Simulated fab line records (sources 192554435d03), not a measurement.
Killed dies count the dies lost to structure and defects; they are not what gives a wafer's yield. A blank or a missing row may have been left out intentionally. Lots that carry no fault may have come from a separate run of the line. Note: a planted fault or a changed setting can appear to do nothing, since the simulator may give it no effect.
Lot-split experiment    flow n5-finfet    7 lots, 21 wafers read, on a route of 1938 steps

== SPLIT DETAILS ==
At N5_BEOL_M10_PECVD_70 (deposits SiO2 from TEOS/O2, target thk 20 nm, time 22.7 s), the setting temp-c was moved away from the recipe's 400 C on 8 of the 21 wafers read, by -1.6% to +3.7%. All remaining wafers had this setting at the recipe value.

The split's own step is where the reading is taken.

== THE READING ==
SiO2_of_BEOL_M10_PECVD_70.thk-nm (the simulator's own value, which no gauge read), in nm, at N5_BEOL_M10_PECVD_70 (deposits SiO2 from TEOS/O2, target thk 20 nm, time 22.7 s). There is no usual value for it anywhere in the file. The 13 wafers here that ran the recipe average 20.1 nm, standard deviation 0.24 nm.

wafer   tool, chamber at the split  temp-c as run, C  against the recipe  SiO2_of_BEOL_M10_PECVD_70.thk-nm, nm  against lot-mates on the recipe
L074.4  pecvd-04, 2                 400               recipe              20.2                                  -
L074.5  pecvd-04, 0,1               400               recipe              19.8                                  -
L074.6  pecvd-04, 0,1               400               recipe              19.8                                  -
L076.2  pecvd-02, 0                 394.5             -1.4%               21                                    +0.6
L076.3  pecvd-02, 2                 400               recipe              20.4                                  -
L076.6  pecvd-02, 2                 394.5             -1.4%               21.2                                  +0.8
L080.3  pecvd-02, 0                 400               recipe              19.8                                  -
L080.4  pecvd-02, 2                 400               recipe              20.4                                  -
L080.6  pecvd-02, 1                 400               recipe              20.2                                  -
L086.1  pecvd-02, 2                 408.7             +2.2%               19                                    -1.2
L086.3  pecvd-02, 0,2               400               recipe              20.2                                  -
L086.6  pecvd-02, 0,2               400               recipe              20.2                                  -
L087.2  pecvd-02, 2                 400               recipe              20.2                                  -
L087.5  pecvd-02, 2                 393.7             -1.6%               21.2                                  +1.0
L087.6  pecvd-02, 0                 393.7             -1.6%               21.4                                  +1.2
L089.4  pecvd-04, 2                 400               recipe              20                                    -
L089.5  pecvd-04, 2                 400               recipe              20                                    -
L089.6  pecvd-04, 1                 414.8             +3.7%               18.2                                  -1.8
L096.1  pecvd-02, 0                 400               recipe              20.6                                  -
L096.2  pecvd-02, 2                 408.9             +2.2%               19.2                                  -1.4
L096.5  pecvd-02, 0                 408.9             +2.2%               19.6                                  -1.0
The file does not say which wafer passed through which chamber wherever a row lists several chambers: such a row stands for several wafers.

FIT RESULTS
A straight line over all 21 wafers: SiO2_of_BEOL_M10_PECVD_70.thk-nm changes by -0.531 nm for each +1% of temp-c; r = -0.94; the points scatter about the line by 0.27 nm.
The same after taking each lot's own level away (the mean of its wafers on the recipe; 21 wafers): -0.543 nm for each +1%; r = -0.97; scatter 0.17 nm.
The reading moves by 2 nm for the largest change in temp-c, on that fit.
From 19.93 to 20.60 nm: that is the span of the lots' own levels, equal to 2.8 times the standard deviation above.
Consequently the slope shifts little with the lot-to-lot level, the two slopes agreeing.
Check: for one of the wafers moved furthest among these (+3.7%), held out of the fit, the line's prediction against its lot-mates is -2.09 nm. Against them it came out at -1.8 nm.

== FURTHER SPLITS ON THESE WAFERS ==
Before the reading, these wafers also passed through other splits. Each is held against what the fit with the lots' levels taken away leaves over:
other split on the same wafers  wafers away from the commonest value  r with SiO2_of_BEOL_M10_PECVD_70.thk-nm (lot level and that fit taken away)
N5_BEOL_M7_COAT_05 spin-rpm     11                                    -0.21
N5_BEOL_M8_COAT_59 spin-rpm     6                                     +0.16
N5_BEOL_M8_DESCUM_16 time-s     7                                     +0.03
N5_BEOL_M9_EXPOSE_08 dose-mj    9                                     -0.06
N5_BEOL_M9_STRIP_19 power-w     7                                     -0.06

== FILE'S OWN FIT ==
SiO2_of_BEOL_M10_PECVD_70.thk-nm changes by -0.528 nm for each +1% of temp-c, r = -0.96.
